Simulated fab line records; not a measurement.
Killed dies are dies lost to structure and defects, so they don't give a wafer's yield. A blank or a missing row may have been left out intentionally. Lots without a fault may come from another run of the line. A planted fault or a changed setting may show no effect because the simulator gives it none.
What tool caused it? / flow n5Finfet / 24 lots, 72 wafers sampled, at 5 steps of a route of 1938

== WHAT THE GAUGES READ, wafer by wafer ==
N5_BEOL_M3_OCD_MEAS_38. Usual: trenchDepthNm at 55.3 nm, with a standard deviation of 1.7.
lot=L074; measured=day 7 05:52; on=ocd-01; trenchDepthNm (nm)=52.4 52.6 57.0; flag=
lot=L075; measured=day 7 05:58; on=ocd-02; trenchDepthNm (nm)=56.6 56.6 55.2; flag=
lot=L076; measured=day 7 15:14; on=ocd-01; trenchDepthNm (nm)=52.5 54.9 56.1; flag=
lot=L077; measured=day 8 01:55; on=ocd-01; trenchDepthNm (nm)=56.1 55.4 51.2; flag=
lot=L078; measured=day 8 06:58; on=ocd-02; trenchDepthNm (nm)=51.5 55.0 56.3; flag=
lot=L079; measured=day 8 18:44; on=ocd-02; trenchDepthNm (nm)=56.5 54.8 56.1; flag=
lot=L080; measured=day 8 18:41; on=ocd-01; trenchDepthNm (nm)=54.6 54.0 54.8; flag=
lot=L081; measured=day 8 21:49; on=ocd-02; trenchDepthNm (nm)=56.8 51.6 51.8; flag=
lot=L082; measured=day 9 13:08; on=ocd-01; trenchDepthNm (nm)=52.5 58.8 58.9; flag=
lot=L083; measured=day 9 16:20; on=ocd-01; trenchDepthNm (nm)=52.0 55.3 57.9; flag=
lot=L084; measured=day 9 16:23; on=ocd-02; trenchDepthNm (nm)=55.0 55.9 54.9; flag=
lot=L085; measured=day 10 05:40; on=ocd-01; trenchDepthNm (nm)=55.7 52.2 57.0; flag=
lot=L086; measured=day 10 08:39; on=ocd-01; trenchDepthNm (nm)=54.6 55.7 54.8; flag=
lot=L087; measured=day 10 19:00; on=ocd-01; trenchDepthNm (nm)=55.2 54.8 55.7; flag=
lot=L088; measured=day 11 00:11; on=ocd-01; trenchDepthNm (nm)=55.4 55.4 54.9; flag=
lot=L090; measured=day 11 06:02; on=ocd-02; trenchDepthNm (nm)=55.6 52.5 55.3; flag=
lot=L089; measured=day 11 19:46; on=ocd-02; trenchDepthNm (nm)=57.9 56.9 55.4; flag=
lot=L091; measured=day 12 04:30; on=ocd-02; trenchDepthNm (nm)=51.8 56.7 57.5; flag=
lot=L092; measured=day 12 04:33; on=ocd-01; trenchDepthNm (nm)=53.9 53.9 56.0; flag=
lot=L093; measured=day 12 06:17; on=ocd-02; trenchDepthNm (nm)=53.9 54.9 54.5; flag=
lot=L094; measured=day 12 20:26; on=ocd-02; trenchDepthNm (nm)=55.4 56.4 56.5; flag=
lot=L095; measured=day 13 01:53; on=ocd-01; trenchDepthNm (nm)=56.3 56.3 54.7; flag=
lot=L096; measured=day 13 10:08; on=ocd-01; trenchDepthNm (nm)=55.3 55.5 54.9; flag=
lot=L097; measured=day 13 04:56; on=ocd-02; trenchDepthNm (nm)=55.7 57.2 51.9; flag=

== TOOL THAT RAN EACH LOT (tool first, then ch and the chambers of the sampled wafers, then the start) ==
lot=L074; N5_BEOL_M2_SPUTTER_88=pvdSputter-03, day 6 20:02; N5_BEOL_M2_ANNEAL_91=pvdSputter-03, day 6 20:20; N5_BEOL_M3_ETCH_63=rieDiel-04 ch 0,1,3, day 7 03:02; N5_BEOL_M3_DESCUM_33=rieDiel-06 ch 0,1,2, day 7 03:50
lot=L075; N5_BEOL_M2_SPUTTER_88=pvdSputter-02, day 6 20:15; N5_BEOL_M2_ANNEAL_91=pvdSputter-02, day 6 20:33; N5_BEOL_M3_ETCH_63=rieDiel-02 ch 1,2,3, day 7 03:13; N5_BEOL_M3_DESCUM_33=rieDiel-06 ch 1,2, day 7 04:03
lot=L076; N5_BEOL_M2_SPUTTER_88=pvdSputter-01, day 7 09:27; N5_BEOL_M2_ANNEAL_91=pvdSputter-01, day 7 09:45; N5_BEOL_M3_ETCH_63=rieDiel-06 ch 1,2,3, day 7 12:43; N5_BEOL_M3_DESCUM_33=rieDiel-02 ch 0,1,3, day 7 13:32
lot=L077; N5_BEOL_M2_SPUTTER_88=pvdSputter-02, day 7 18:02; N5_BEOL_M2_ANNEAL_91=pvdSputter-02, day 7 18:20; N5_BEOL_M3_ETCH_63=rieDiel-06 ch 0,3, day 7 22:50; N5_BEOL_M3_DESCUM_33=rieDiel-04 ch 0,2,3, day 7 23:49
lot=L078; N5_BEOL_M2_SPUTTER_88=pvdSputter-02, day 7 20:38; N5_BEOL_M2_ANNEAL_91=pvdSputter-02, day 7 20:56; N5_BEOL_M3_ETCH_63=rieDiel-04 ch 0,1,2, day 7 23:35; N5_BEOL_M3_DESCUM_33=rieDiel-02 ch 0,2,3, day 8 00:26
lot=L079; N5_BEOL_M2_SPUTTER_88=pvdSputter-02, day 8 00:07; N5_BEOL_M2_ANNEAL_91=pvdSputter-02, day 8 00:25; N5_BEOL_M3_ETCH_63=rieDiel-04 ch 1,2,3, day 8 06:50; N5_BEOL_M3_DESCUM_33=rieDiel-02 ch 0,1,3, day 8 07:46
lot=L080; N5_BEOL_M2_SPUTTER_88=pvdSputter-03, day 8 08:40; N5_BEOL_M2_ANNEAL_91=pvdSputter-03, day 8 08:58; N5_BEOL_M3_ETCH_63=rieDiel-06 ch 1,2, day 8 14:25; N5_BEOL_M3_DESCUM_33=rieDiel-02 ch 1,2,3, day 8 15:14
lot=L081; N5_BEOL_M2_SPUTTER_88=pvdSputter-02, day 8 15:49; N5_BEOL_M2_ANNEAL_91=pvdSputter-02, day 8 16:07; N5_BEOL_M3_ETCH_63=rieDiel-04 ch 0,1, day 8 19:20; N5_BEOL_M3_DESCUM_33=rieDiel-02 ch 0,2, day 8 20:14
lot=L082; N5_BEOL_M2_SPUTTER_88=pvdSputter-02, day 9 05:22; N5_BEOL_M2_ANNEAL_91=pvdSputter-02, day 9 05:40; N5_BEOL_M3_ETCH_63=rieDiel-06 ch 0,1,2, day 9 08:54; N5_BEOL_M3_DESCUM_33=rieDiel-02 ch 0,2,3, day 9 09:43
lot=L083; N5_BEOL_M2_SPUTTER_88=pvdSputter-03, day 9 10:25; N5_BEOL_M2_ANNEAL_91=pvdSputter-03, day 9 10:43; N5_BEOL_M3_ETCH_63=rieDiel-02 ch 1,2,3, day 9 14:03; N5_BEOL_M3_DESCUM_33=rieDiel-02 ch 1,2,3, day 9 14:53
lot=L084; N5_BEOL_M2_SPUTTER_88=pvdSputter-01, day 9 10:34; N5_BEOL_M2_ANNEAL_91=pvdSputter-01, day 9 10:52; N5_BEOL_M3_ETCH_63=rieDiel-06 ch 1,2,3, day 9 14:05; N5_BEOL_M3_DESCUM_33=rieDiel-04 ch 1,2, day 9 14:56
lot=L085; N5_BEOL_M2_SPUTTER_88=pvdSputter-01, day 9 23:51; N5_BEOL_M2_ANNEAL_91=pvdSputter-01, day 10 00:09; N5_BEOL_M3_ETCH_63=rieDiel-06 ch 0,1,2, day 10 03:03; N5_BEOL_M3_DESCUM_33=rieDiel-04 ch 1,2,3, day 10 03:59
lot=L086; N5_BEOL_M2_SPUTTER_88=pvdSputter-02, day 10 00:50; N5_BEOL_M2_ANNEAL_91=pvdSputter-02, day 10 01:08; N5_BEOL_M3_ETCH_63=rieDiel-02 ch 1,2,3, day 10 05:41; N5_BEOL_M3_DESCUM_33=rieDiel-04 ch 1,3, day 10 06:32
lot=L087; N5_BEOL_M2_SPUTTER_88=pvdSputter-03, day 10 11:10; N5_BEOL_M2_ANNEAL_91=pvdSputter-03, day 10 11:28; N5_BEOL_M3_ETCH_63=rieDiel-06 ch 0,1,3, day 10 14:53; N5_BEOL_M3_DESCUM_33=rieDiel-06 ch 0,2,3, day 10 15:50
lot=L088; N5_BEOL_M2_SPUTTER_88=pvdSputter-01, day 10 12:19; N5_BEOL_M2_ANNEAL_91=pvdSputter-01, day 10 12:37; N5_BEOL_M3_ETCH_63=rieDiel-06 ch 0,1,3, day 10 15:25; N5_BEOL_M3_DESCUM_33=rieDiel-02 ch 0,3, day 10 16:21
lot=L090; N5_BEOL_M2_SPUTTER_88=pvdSputter-02, day 10 20:14; N5_BEOL_M2_ANNEAL_91=pvdSputter-02, day 10 20:32; N5_BEOL_M3_ETCH_63=rieDiel-02 ch 1,2, day 11 00:41; N5_BEOL_M3_DESCUM_33=rieDiel-06 ch 0,3, day 11 01:38
lot=L089; N5_BEOL_M2_SPUTTER_88=pvdSputter-03, day 11 04:10; N5_BEOL_M2_ANNEAL_91=pvdSputter-03, day 11 04:28; N5_BEOL_M3_ETCH_63=rieDiel-04 ch 0,2, day 11 07:40; N5_BEOL_M3_DESCUM_33=rieDiel-06 ch 1,2, day 11 08:36
lot=L091; N5_BEOL_M2_SPUTTER_88=pvdSputter-01, day 11 05:52; N5_BEOL_M2_ANNEAL_91=pvdSputter-01, day 11 06:10; N5_BEOL_M3_ETCH_63=rieDiel-06 ch 0,2, day 11 10:49; N5_BEOL_M3_DESCUM_33=rieDiel-02 ch 0,2,3, day 11 11:45
lot=L092; N5_BEOL_M2_SPUTTER_88=pvdSputter-02, day 11 11:07; N5_BEOL_M2_ANNEAL_91=pvdSputter-02, day 11 11:25; N5_BEOL_M3_ETCH_63=rieDiel-06 ch 1,3, day 11 14:15; N5_BEOL_M3_DESCUM_33=rieDiel-04 ch 1,2, day 11 15:16
lot=L093; N5_BEOL_M2_SPUTTER_88=pvdSputter-03, day 11 14:21; N5_BEOL_M2_ANNEAL_91=pvdSputter-03, day 11 14:39; N5_BEOL_M3_ETCH_63=rieDiel-02 ch 1,2,3, day 11 17:28; N5_BEOL_M3_DESCUM_33=rieDiel-04 ch 0,2, day 11 18:58
lot=L094; N5_BEOL_M2_SPUTTER_88=pvdSputter-02, day 12 08:36; N5_BEOL_M2_ANNEAL_91=pvdSputter-02, day 12 08:54; N5_BEOL_M3_ETCH_63=rieDiel-06 ch 2,3, day 12 15:32; N5_BEOL_M3_DESCUM_33=rieDiel-04 ch 0,2, day 12 16:22
lot=L095; N5_BEOL_M2_SPUTTER_88=pvdSputter-02, day 12 14:15; N5_BEOL_M2_ANNEAL_91=pvdSputter-02, day 12 14:33; N5_BEOL_M3_ETCH_63=rieDiel-02 ch 0,2,3, day 12 21:22; N5_BEOL_M3_DESCUM_33=rieDiel-06 ch 0,1, day 12 22:11
lot=L096; N5_BEOL_M2_SPUTTER_88=pvdSputter-02, day 12 21:08; N5_BEOL_M2_ANNEAL_91=pvdSputter-02, day 12 21:26; N5_BEOL_M3_ETCH_63=rieDiel-02 ch 0,1,2, day 13 03:10; N5_BEOL_M3_DESCUM_33=rieDiel-02 ch 1,2,3, day 13 04:02
lot=L097; N5_BEOL_M2_SPUTTER_88=pvdSputter-03, day 12 22:49; N5_BEOL_M2_ANNEAL_91=pvdSputter-03, day 12 23:07; N5_BEOL_M3_ETCH_63=rieDiel-06 ch 0,1, day 13 03:26; N5_BEOL_M3_DESCUM_33=rieDiel-02 ch 1,3, day 13 04:15
- N5_BEOL_M2_SPUTTER_88: material Cu, target thk 4.5 nm, time 8.29 s.
- N5_BEOL_M2_ANNEAL_91: time 240 s.
- N5_BEOL_M3_ETCH_63: etches SiARC in CF4, target depth 15.6 nm, time 26 s.
- N5_BEOL_M3_DESCUM_33: chemistry O2, time 7 s.

== WHAT THE TOOLS THEMSELVES READ (means of the sampled wafers that have a number; where no wafer has one, the mark that the record gives instead) ==
N5_BEOL_M2_SPUTTER_88. Usual: throttleValvePct at 30.0 %, with a standard deviation of 0.74.
lot=L074; tool=pvdSputter-03; throttleValvePct (%)=30.3; flag=
lot=L075; tool=pvdSputter-02; throttleValvePct (%)=29.9; flag=
lot=L076; tool=pvdSputter-01; throttleValvePct (%)=29.9; flag=
lot=L077; tool=pvdSputter-02; throttleValvePct (%)=30.2; flag=
lot=L078; tool=pvdSputter-02; throttleValvePct (%)=30.0; flag=
lot=L079; tool=pvdSputter-02; throttleValvePct (%)=29.8; flag=
lot=L080; tool=pvdSputter-03; throttleValvePct (%)=30.7; flag=
lot=L081; tool=pvdSputter-02; throttleValvePct (%)=29.9; flag=
lot=L082; tool=pvdSputter-02; throttleValvePct (%)=30.1; flag=
lot=L083; tool=pvdSputter-03; throttleValvePct (%)=30.3; flag=
lot=L084; tool=pvdSputter-01; throttleValvePct (%)=29.3; flag=
lot=L085; tool=pvdSputter-01; throttleValvePct (%)=29.5; flag=
lot=L086; tool=pvdSputter-02; throttleValvePct (%)=30.0; flag=
lot=L087; tool=pvdSputter-03; throttleValvePct (%)=30.4; flag=
lot=L088; tool=pvdSputter-01; throttleValvePct (%)=28.7; flag=
lot=L090; tool=pvdSputter-02; throttleValvePct (%)=30.0; flag=
lot=L089; tool=pvdSputter-03; throttleValvePct (%)=29.8; flag=
lot=L091; tool=pvdSputter-01; throttleValvePct (%)=29.7; flag=
lot=L092; tool=pvdSputter-02; throttleValvePct (%)=30.1; flag=
lot=L093; tool=pvdSputter-03; throttleValvePct (%)=30.5; flag=
lot=L094; tool=pvdSputter-02; throttleValvePct (%)=29.9; flag=
lot=L095; tool=pvdSputter-02; throttleValvePct (%)=30.2; flag=
lot=L096; tool=pvdSputter-02; throttleValvePct (%)=30.0; flag=
lot=L097; tool=pvdSputter-03; throttleValvePct (%)=30.4; flag=

N5_BEOL_M2_ANNEAL_91. Usual: heaterPowerW at 911 W, with a standard deviation of 87.
lot=L074; tool=pvdSputter-03; heaterPowerW (W)=913; flag=
lot=L075; tool=pvdSputter-02; heaterPowerW (W)=888; flag=
lot=L076; tool=pvdSputter-01; heaterPowerW (W)=973; flag=
lot=L077; tool=pvdSputter-02; heaterPowerW (W)=817; flag=
lot=L078; tool=pvdSputter-02; heaterPowerW (W)=936; flag=
lot=L079; tool=pvdSputter-02; heaterPowerW (W)=891; flag=
lot=L080; tool=pvdSputter-03; heaterPowerW (W)=963; flag=
lot=L081; tool=pvdSputter-02; heaterPowerW (W)=945; flag=
lot=L082; tool=pvdSputter-02; heaterPowerW (W)=967; flag=
lot=L083; tool=pvdSputter-03; heaterPowerW (W)=938; flag=
lot=L084; tool=pvdSputter-01; heaterPowerW (W)=918; flag=
lot=L085; tool=pvdSputter-01; heaterPowerW (W)=979; flag=
lot=L086; tool=pvdSputter-02; heaterPowerW (W)=898; flag=
lot=L087; tool=pvdSputter-03; heaterPowerW (W)=910; flag=
lot=L088; tool=pvdSputter-01; heaterPowerW (W)=889; flag=
lot=L090; tool=pvdSputter-02; heaterPowerW (W)=848; flag=
lot=L089; tool=pvdSputter-03; heaterPowerW (W)=822; flag=
lot=L091; tool=pvdSputter-01; heaterPowerW (W)=974; flag=
lot=L092; tool=pvdSputter-02; heaterPowerW (W)=954; flag=
lot=L093; tool=pvdSputter-03; heaterPowerW (W)=974; flag=
lot=L094; tool=pvdSputter-02; heaterPowerW (W)=985; flag=
lot=L095; tool=pvdSputter-02; heaterPowerW (W)=951; flag=
lot=L096; tool=pvdSputter-02; heaterPowerW (W)=888; flag=
lot=L097; tool=pvdSputter-03; heaterPowerW (W)=913; flag=

N5_BEOL_M3_ETCH_63. Usual: drypumpMotorCurrentA 5.8 A, standard deviation 0.51; etchRfOnTimeS 25.9 s, standard deviation 0.87; oesProductAu 0.65 a.u., standard deviation 0.066; rfVppV 184.1 V, standard deviation 1.2; showerheadPlenumPTorr 2.14 Torr, standard deviation 0.069; throttleValvePct 15.57 %, standard deviation 0.2.
lot=L074; tool=rieDiel-04; drypumpMotorCurrentA (A)=5.8; etchRfOnTimeS (s)=26.8; oesProductAu (a.u.)=0.61; rfVppV (V)=183.9; showerheadPlenumPTorr (Torr)=2.17; throttleValvePct (%)=15.61; flag=
lot=L075; tool=rieDiel-02; drypumpMotorCurrentA (A)=6.0; etchRfOnTimeS (s)=26.4; oesProductAu (a.u.)=0.62; rfVppV (V)=183.9; showerheadPlenumPTorr (Torr)=2.13; throttleValvePct (%)=15.58; flag=
lot=L076; tool=rieDiel-06; drypumpMotorCurrentA (A)=5.6; etchRfOnTimeS (s)=25.4; oesProductAu (a.u.)=0.71; rfVppV (V)=184.0; showerheadPlenumPTorr (Torr)=2.10; throttleValvePct (%)=15.44; flag=
lot=L077; tool=rieDiel-06; drypumpMotorCurrentA (A)=5.7; etchRfOnTimeS (s)=25.7; oesProductAu (a.u.)=0.62; rfVppV (V)=184.2; showerheadPlenumPTorr (Torr)=2.15; throttleValvePct (%)=15.72; flag=
lot=L078; tool=rieDiel-04; drypumpMotorCurrentA (A)=5.5; etchRfOnTimeS (s)=26.0; oesProductAu (a.u.)=0.63; rfVppV (V)=184.5; showerheadPlenumPTorr (Torr)=2.22; throttleValvePct (%)=15.57; flag=
lot=L079; tool=rieDiel-04; drypumpMotorCurrentA (A)=5.7; etchRfOnTimeS (s)=26.6; oesProductAu (a.u.)=0.61; rfVppV (V)=184.7; showerheadPlenumPTorr (Torr)=2.16; throttleValvePct (%)=15.64; flag=
lot=L080; tool=rieDiel-06; drypumpMotorCurrentA (A)=5.7; etchRfOnTimeS (s)=25.9; oesProductAu (a.u.)=0.73; rfVppV (V)=183.9; showerheadPlenumPTorr (Torr)=2.14; throttleValvePct (%)=15.35; flag=
lot=L081; tool=rieDiel-04; drypumpMotorCurrentA (A)=5.9; etchRfOnTimeS (s)=26.0; oesProductAu (a.u.)=0.63; rfVppV (V)=184.9; showerheadPlenumPTorr (Torr)=2.23; throttleValvePct (%)=15.52; flag=
lot=L082; tool=rieDiel-06; drypumpMotorCurrentA (A)=5.8; etchRfOnTimeS (s)=26.2; oesProductAu (a.u.)=0.68; rfVppV (V)=184.4; showerheadPlenumPTorr (Torr)=2.15; throttleValvePct (%)=15.56; flag=
lot=L083; tool=rieDiel-02; drypumpMotorCurrentA (A)=6.0; etchRfOnTimeS (s)=26.2; oesProductAu (a.u.)=0.61; rfVppV (V)=184.9; showerheadPlenumPTorr (Torr)=2.12; throttleValvePct (%)=15.61; flag=
lot=L084; tool=rieDiel-06; drypumpMotorCurrentA (A)=5.6; etchRfOnTimeS (s)=25.7; oesProductAu (a.u.)=0.70; rfVppV (V)=182.4; showerheadPlenumPTorr (Torr)=2.10; throttleValvePct (%)=15.47; flag=
lot=L085; tool=rieDiel-06; drypumpMotorCurrentA (A)=5.8; etchRfOnTimeS (s)=26.1; oesProductAu (a.u.)=0.68; rfVppV (V)=184.8; showerheadPlenumPTorr (Torr)=2.15; throttleValvePct (%)=15.57; flag=
lot=L086; tool=rieDiel-02; drypumpMotorCurrentA (A)=5.9; etchRfOnTimeS (s)=26.2; oesProductAu (a.u.)=0.60; rfVppV (V)=183.8; showerheadPlenumPTorr (Torr)=2.12; throttleValvePct (%)=15.62; flag=
lot=L087; tool=rieDiel-06; drypumpMotorCurrentA (A)=5.5; etchRfOnTimeS (s)=26.3; oesProductAu (a.u.)=0.63; rfVppV (V)=184.3; showerheadPlenumPTorr (Torr)=2.13; throttleValvePct (%)=15.55; flag=
lot=L088; tool=rieDiel-06; drypumpMotorCurrentA (A)=5.5; etchRfOnTimeS (s)=26.1; oesProductAu (a.u.)=0.63; rfVppV (V)=184.7; showerheadPlenumPTorr (Torr)=2.13; throttleValvePct (%)=15.54; flag=
lot=L090; tool=rieDiel-02; drypumpMotorCurrentA (A)=5.9; etchRfOnTimeS (s)=25.2; oesProductAu (a.u.)=0.61; rfVppV (V)=183.6; showerheadPlenumPTorr (Torr)=2.09; throttleValvePct (%)=15.60; flag=
lot=L089; tool=rieDiel-04; drypumpMotorCurrentA (A)=5.2; etchRfOnTimeS (s)=26.3; oesProductAu (a.u.)=0.62; rfVppV (V)=185.2; showerheadPlenumPTorr (Torr)=2.21; throttleValvePct (%)=15.68; flag=
lot=L091; tool=rieDiel-06; drypumpMotorCurrentA (A)=6.1; etchRfOnTimeS (s)=25.4; oesProductAu (a.u.)=0.70; rfVppV (V)=185.2; showerheadPlenumPTorr (Torr)=2.13; throttleValvePct (%)=15.75; flag=
lot=L092; tool=rieDiel-06; drypumpMotorCurrentA (A)=5.3; etchRfOnTimeS (s)=26.1; oesProductAu (a.u.)=0.66; rfVppV (V)=183.2; showerheadPlenumPTorr (Torr)=2.12; throttleValvePct (%)=15.35; flag=
lot=L093; tool=rieDiel-02; drypumpMotorCurrentA (A)=5.9; etchRfOnTimeS (s)=26.1; oesProductAu (a.u.)=0.60; rfVppV (V)=183.9; showerheadPlenumPTorr (Torr)=2.12; throttleValvePct (%)=15.63; flag=
lot=L094; tool=rieDiel-06; drypumpMotorCurrentA (A)=5.9; etchRfOnTimeS (s)=25.6; oesProductAu (a.u.)=0.69; rfVppV (V)=182.6; showerheadPlenumPTorr (Torr)=2.07; throttleValvePct (%)=15.65; flag=
lot=L095; tool=rieDiel-02; drypumpMotorCurrentA (A)=6.4; etchRfOnTimeS (s)=25.7; oesProductAu (a.u.)=0.67; rfVppV (V)=184.2; showerheadPlenumPTorr (Torr)=2.11; throttleValvePct (%)=15.59; flag=
lot=L096; tool=rieDiel-02; drypumpMotorCurrentA (A)=5.9; etchRfOnTimeS (s)=24.6; oesProductAu (a.u.)=0.76; rfVppV (V)=183.8; showerheadPlenumPTorr (Torr)=2.14; throttleValvePct (%)=15.33; flag=
lot=L097; tool=rieDiel-06; drypumpMotorCurrentA (A)=5.7; etchRfOnTimeS (s)=26.3; oesProductAu (a.u.)=0.62; rfVppV (V)=184.8; showerheadPlenumPTorr (Torr)=2.18; throttleValvePct (%)=15.68; flag=

N5_BEOL_M3_DESCUM_33. Usual: drypumpMotorCurrentA 5.8 A, standard deviation 0.58; oesProductAu 0.76 a.u., standard deviation 0.096; rfVppV 243.2 V, standard deviation 1.4; showerheadPlenumPTorr 2.10 Torr, standard deviation 0.068; throttleValvePct 20.29 %, standard deviation 0.27.
lot=L074; tool=rieDiel-06; drypumpMotorCurrentA (A)=5.8; oesProductAu (a.u.)=0.83; rfVppV (V)=242.7; showerheadPlenumPTorr (Torr)=2.11; throttleValvePct (%)=20.29; flag=
lot=L075; tool=rieDiel-06; drypumpMotorCurrentA (A)=5.9; oesProductAu (a.u.)=0.88; rfVppV (V)=243.8; showerheadPlenumPTorr (Torr)=2.06; throttleValvePct (%)=20.13; flag=
lot=L076; tool=rieDiel-02; drypumpMotorCurrentA (A)=6.0; oesProductAu (a.u.)=0.80; rfVppV (V)=244.8; showerheadPlenumPTorr (Torr)=2.12; throttleValvePct (%)=20.14; flag=
lot=L077; tool=rieDiel-04; drypumpMotorCurrentA (A)=5.4; oesProductAu (a.u.)=0.72; rfVppV (V)=243.6; showerheadPlenumPTorr (Torr)=2.10; throttleValvePct (%)=20.39; flag=
lot=L078; tool=rieDiel-02; drypumpMotorCurrentA (A)=6.4; oesProductAu (a.u.)=0.81; rfVppV (V)=242.5; showerheadPlenumPTorr (Torr)=2.08; throttleValvePct (%)=20.29; flag=
lot=L079; tool=rieDiel-02; drypumpMotorCurrentA (A)=6.0; oesProductAu (a.u.)=0.79; rfVppV (V)=243.4; showerheadPlenumPTorr (Torr)=2.12; throttleValvePct (%)=20.14; flag=
lot=L080; tool=rieDiel-02; drypumpMotorCurrentA (A)=5.9; oesProductAu (a.u.)=0.71; rfVppV (V)=242.7; showerheadPlenumPTorr (Torr)=2.07; throttleValvePct (%)=20.33; flag=
lot=L081; tool=rieDiel-02; drypumpMotorCurrentA (A)=6.3; oesProductAu (a.u.)=0.81; rfVppV (V)=242.0; showerheadPlenumPTorr (Torr)=2.07; throttleValvePct (%)=20.45; flag=
lot=L082; tool=rieDiel-02; drypumpMotorCurrentA (A)=6.4; oesProductAu (a.u.)=0.79; rfVppV (V)=242.2; showerheadPlenumPTorr (Torr)=2.08; throttleValvePct (%)=20.30; flag=
lot=L083; tool=rieDiel-02; drypumpMotorCurrentA (A)=6.0; oesProductAu (a.u.)=0.72; rfVppV (V)=243.3; showerheadPlenumPTorr (Torr)=2.07; throttleValvePct (%)=20.33; flag=
lot=L084; tool=rieDiel-04; drypumpMotorCurrentA (A)=5.3; oesProductAu (a.u.)=0.71; rfVppV (V)=245.2; showerheadPlenumPTorr (Torr)=2.16; throttleValvePct (%)=20.27; flag=
lot=L085; tool=rieDiel-04; drypumpMotorCurrentA (A)=5.7; oesProductAu (a.u.)=0.69; rfVppV (V)=243.9; showerheadPlenumPTorr (Torr)=2.10; throttleValvePct (%)=20.28; flag=
lot=L086; tool=rieDiel-04; drypumpMotorCurrentA (A)=6.0; oesProductAu (a.u.)=0.68; rfVppV (V)=241.2; showerheadPlenumPTorr (Torr)=2.03; throttleValvePct (%)=20.30; flag=
lot=L087; tool=rieDiel-06; drypumpMotorCurrentA (A)=5.8; oesProductAu (a.u.)=0.76; rfVppV (V)=243.5; showerheadPlenumPTorr (Torr)=2.07; throttleValvePct (%)=20.55; flag=
lot=L088; tool=rieDiel-02; drypumpMotorCurrentA (A)=6.4; oesProductAu (a.u.)=0.85; rfVppV (V)=243.7; showerheadPlenumPTorr (Torr)=2.11; throttleValvePct (%)=20.13; flag=
lot=L090; tool=rieDiel-06; drypumpMotorCurrentA (A)=5.7; oesProductAu (a.u.)=0.71; rfVppV (V)=243.3; showerheadPlenumPTorr (Torr)=2.12; throttleValvePct (%)=20.72; flag=
lot=L089; tool=rieDiel-06; drypumpMotorCurrentA (A)=5.9; oesProductAu (a.u.)=0.84; rfVppV (V)=242.8; showerheadPlenumPTorr (Torr)=2.05; throttleValvePct (%)=20.17; flag=
lot=L091; tool=rieDiel-02; drypumpMotorCurrentA (A)=6.4; oesProductAu (a.u.)=0.78; rfVppV (V)=242.6; showerheadPlenumPTorr (Torr)=2.07; throttleValvePct (%)=20.33; flag=
lot=L092; tool=rieDiel-04; drypumpMotorCurrentA (A)=5.4; oesProductAu (a.u.)=0.70; rfVppV (V)=244.4; showerheadPlenumPTorr (Torr)=2.15; throttleValvePct (%)=20.29; flag=
lot=L093; tool=rieDiel-04; drypumpMotorCurrentA (A)=5.2; oesProductAu (a.u.)=0.72; rfVppV (V)=244.7; showerheadPlenumPTorr (Torr)=2.15; throttleValvePct (%)=20.38; flag=
lot=L094; tool=rieDiel-04; drypumpMotorCurrentA (A)=5.2; oesProductAu (a.u.)=0.71; rfVppV (V)=244.6; showerheadPlenumPTorr (Torr)=2.15; throttleValvePct (%)=20.39; flag=
lot=L095; tool=rieDiel-06; drypumpMotorCurrentA (A)=5.7; oesProductAu (a.u.)=0.74; rfVppV (V)=243.7; showerheadPlenumPTorr (Torr)=2.15; throttleValvePct (%)=20.51; flag=
lot=L096; tool=rieDiel-02; drypumpMotorCurrentA (A)=5.9; oesProductAu (a.u.)=0.79; rfVppV (V)=243.2; showerheadPlenumPTorr (Torr)=2.06; throttleValvePct (%)=20.20; flag=
lot=L097; tool=rieDiel-02; drypumpMotorCurrentA (A)=5.5; oesProductAu (a.u.)=0.89; rfVppV (V)=243.8; showerheadPlenumPTorr (Torr)=2.10; throttleValvePct (%)=19.87; flag=

== THE ANSWER, worked out from the rows above alone ==
Rule: a lot is off if the mean of its wafers that have a number lies more than 3 standard deviations from the usual mean. A lot without any number at a reading at which 4 lots or more have one is off too. All remaining lots with rows at the step are treated as sound. The gauges are gone through in route order, then the tools' own readings, and for those a lot's mean is taken as printed above. At the first step where some lot is off, the reading lying furthest off is the one used; lots without a number count as furthest.
Across all readings shown, no lot is off: no conclusion can be drawn from this.

== WHAT THE SIMULATOR PUT IN ==
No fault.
